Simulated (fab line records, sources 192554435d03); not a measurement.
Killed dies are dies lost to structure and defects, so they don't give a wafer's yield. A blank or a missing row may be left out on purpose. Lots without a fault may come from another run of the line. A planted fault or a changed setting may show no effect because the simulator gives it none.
A struck lot beside a sound one | flow n5_finfet | 14 steps out of a route of 1938
Sound: wafers L698.1, L698.3, L698.5. Struck: wafers L706.1, L706.3, L706.4. The cause comes at the end.
At each step with rows: each side's tool, then ch and its chambers, then its first start. Under that, the readings that differ: sound wafers | struck wafers | difference of the means | sigmas: that difference in standard deviations of wafers without a fault.
alike: readings whose means differ by less than 2 such deviations, and words and numbers that are the same on both sides. not compared: withheld readings, readings that some wafer has no value for, bounds like >300 that may hide the same value, and numbers for which the record gives no deviation and whose values overlap.
The two part at a step that has a row with sigmas, a row that says differs or no value, or rows on one side only. Numbers that don't overlap but have no deviation are shown without sigmas and don't part them. A reading that every wafer of one side lacks parts them only if that side has two wafers or more.

N5_MOL_CONTACT_COAG_DESCUM_88: chemistry O2, time 7 s.
  sound on rie_diel-05 ch 1,3, day 6 22:51; struck on rie_diel-01 ch 0,2,3, day 8 19:08
  alike: drypump_motor_current_A, oes_product_au, rf_vpp_V, showerhead_plenum_p_Torr, throttle_valve_pct
  not compared: rf_hours_counter_h
N5_MOL_CONTACT_COAG_ETCH_89: etches underlayer in N2/H2, target depth 13 nm, time 10.4 s.
  sound on rie_diel-05 ch 1,3, day 6 22:53; struck on rie_diel-01 ch 0,2,3, day 8 19:11
  alike: drypump_motor_current_A, etch_rf_on_time_s, oes_product_au, rf_fwd_power_W, rf_vpp_V, showerhead_plenum_p_Torr, throttle_valve_pct
  not compared: rf_hours_counter_h
then, 2 steps without rows for these wafers: N5_MOL_CONTACT_COAG_ETCH_90 (etches SiARC in CF4, target depth 13 nm, time 21.7 s); N5_MOL_CONTACT_COAG_ALD_131 (deposits SiO2, target thk 5 nm, pulse time 1 s, co reactant pulse time 1 s).
N5_MOL_CONTACT_COAG_ETCHBACK_132: etches SiO2 in CHF3, target depth 10 nm, time 6.7 s.
  sound on rie_diel-05 ch 1,2,3, day 6 23:22; struck on rie_diel-05 ch 0,1,2, day 8 20:20
  alike: drypump_motor_current_A, oes_f_703_au, oes_product_au, rf_vpp_V, showerhead_plenum_p_Torr, throttle_valve_pct
  not compared: rf_hours_counter_h
N5_MOL_CONTACT_COAG_ETCH_91: etches SOC in N2/H2, target depth 60 nm, overetch 21 nm, time 101.2 s.
  sound on rie_diel-05 ch 1,2,3, day 6 23:23; struck on rie_diel-05 ch 0,1,2, day 8 20:22
  alike: drypump_motor_current_A, oes_product_au, rf_fwd_power_W, rf_vpp_V, showerhead_plenum_p_Torr, throttle_valve_pct
  not compared: rf_hours_counter_h
then, 2 steps without rows for these wafers: N5_MOL_CONTACT_COAG_STRIP_92 (strips in N2/H2); N5_MOL_CONTACT_COAG_STRIP_93 (strips in N2/H2).
N5_MOL_CONTACT_COAG_ETCHBACK_135: etches SiO2 in CHF3, target depth 25 nm, time 16.7 s.
  sound on rie_diel-05 ch 1,2,3, day 6 23:29; struck on rie_diel-05 ch 0,1,2, day 8 20:28
  alike: drypump_motor_current_A, oes_f_703_au, oes_product_au, rf_vpp_V, showerhead_plenum_p_Torr, throttle_valve_pct
  not compared: rf_hours_counter_h
then, 3 steps without rows for these wafers: N5_MOL_CONTACT_COAG_STRIP_118 (strips in CHF3); N5_MOL_CONTACT_COAG_VIA_ETCH_46 (etches SiO2 in C4F6/O2, target depth 46 nm, overetch 9.2 nm, time 40 s); N5_MOL_CONTACT_COAG_STRIP_96 (strips in N2/H2).
N5_MOL_CONTACT_COAG_ETCH_47: etches SiNx in CH3F/O2, stops on W, target depth 27 nm.
  sound on rie_diel-05 ch 1,2,3, day 6 23:37; struck on rie_diel-05 ch 0,1,2, day 8 20:36
  reading                    | sound             | struck            | difference | sigmas
  etch_rf_on_time_s (s)      | 30.6 30.6 32.8    | 34.0 33.5 36.2    | +3.2       | +4
  oes_f_703_au (a.u.)        | 0.83 0.76 0.73    | 0.64 0.57 0.51    | -0.20      | -2
  rf_fwd_power_W (W)         | 389.5 389.2 390.0 | 289.7 293.9 292.9 | -97.4      | -51
  rf_vpp_V (V)               | 299 285 301       | 341 341 341       | +46        | +5
  model.etch.t_clear_s (s)   | 25.52 25.47 27.35 | 28.33 27.95 30.14 | +2.69      |
  model.etch.over_etch_s (s) | 5.104 5.095 5.469 | 5.665 5.59 6.028  | +0.538     |
  alike: drypump_motor_current_A, oes_product_au, showerhead_plenum_p_Torr, throttle_valve_pct
  not compared: rf_hours_counter_h
then, 1 step without rows for these wafers: N5_MOL_CONTACT_COAG_STRIP_119 (strips in N2/H2, time 30 s).

WHERE THEY PART
Only at N5_MOL_CONTACT_COAG_ETCH_47, within this record.

WHY: what the simulator had put in
Process parameter drift: rie_diel-05, from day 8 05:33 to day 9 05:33, at N5_MOL_CONTACT_COAG_ETCH_47. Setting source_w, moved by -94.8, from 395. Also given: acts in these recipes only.
